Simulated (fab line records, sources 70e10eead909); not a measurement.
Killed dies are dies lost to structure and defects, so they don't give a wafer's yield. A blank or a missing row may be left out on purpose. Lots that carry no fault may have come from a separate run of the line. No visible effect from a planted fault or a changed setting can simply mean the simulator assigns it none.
Which tool was responsible? | flow nand_harc | 6 lots, 18 wafers sampled, at 5 steps of a route of 1159

WHAT THE GAUGES SHOWED, per wafer
NHARC_END_SORT_01.
lot  | measured     | on        | killed_at_array
L861 | day 19 12:53 | prober-02 | 16 19 13

EACH LOT AND THE TOOL THAT RAN IT (in order: tool; ch and the chambers of the sampled wafers; start)
lot  | NHARC_A_CONTACT_ETCH_88            | NHARC_A_CONTACT_ETCH_137             | NHARC_A_BLC_SOFTBAKE_05           | NHARC_A_BLC_ETCH_16
L861 | rie_diel-07 ch 1,2, day 17 04:59   | har_cap_etch-03 ch 0,1, day 17 07:17 | litho_track-06 ch 0, day 17 12:00 | rie_diel-01 ch 0,3, day 17 13:01
L863 | rie_diel-07 ch 1,3, day 17 11:14   | har_cap_etch-03 ch 0,1, day 17 12:53 | litho_track-01 ch 0, day 17 17:00 | rie_diel-01 ch 0,1,2, day 17 18:20
L866 | rie_diel-04 ch 0,1,3, day 18 14:40 | har_cap_etch-03 ch 1, day 18 16:21   | litho_track-06 ch 0, day 18 19:00 | rie_diel-06 ch 0,1,2, day 18 20:31
L875 | rie_diel-08 ch 1,2,3, day 20 21:01 | har_cap_etch-03 ch 0,1, day 20 22:30 | litho_track-06 ch 0, day 21 15:00 | rie_diel-09 ch 0,1, day 21 15:56
L876 | rie_diel-07 ch 0,2, day 21 01:32   | har_cap_etch-01 ch 0,1, day 21 03:26 | litho_track-01 ch 0, day 21 17:00 | rie_diel-06 ch 2,3, day 21 17:59
L880 | rie_diel-07 ch 0,3, day 22 07:22   | har_cap_etch-02 ch 0,1, day 22 09:14 | litho_track-06 ch 0, day 22 12:00 | rie_diel-09 ch 2,3, day 22 13:12
- NHARC_A_CONTACT_ETCH_88: etches the open film in CF4, target depth 39 nm, time 65 s.
- NHARC_A_CONTACT_ETCH_137: etches the open film in C4F8/O2/Ar, time 132 s, target depth 1287 nm.
- NHARC_A_BLC_SOFTBAKE_05: time 55 s.
- NHARC_A_BLC_ETCH_16: etches the open film in CF4, target depth 39 nm, time 65 s.

THE ANSWER, worked out from the rows above alone
Rule: usual is defined by the lots themselves. The widest of any qualifying gaps counts: lots, ordered by their means at a reading, are off when they make up no more than a third of the lots, leave a main group of 4 or more, and stand apart from it by 3 or more times the standard deviation of that group's means. A main group is skipped when, at the precision printed for the reading in the tables above, its means are all equal. Also off: a lot with no number at a reading for which 4 or more lots have one. Any other lot the step has rows for is counted as sound.
None of the lots is off at any reading shown; this tells nothing.

WHAT THE SIMULATOR HAD PUT IN
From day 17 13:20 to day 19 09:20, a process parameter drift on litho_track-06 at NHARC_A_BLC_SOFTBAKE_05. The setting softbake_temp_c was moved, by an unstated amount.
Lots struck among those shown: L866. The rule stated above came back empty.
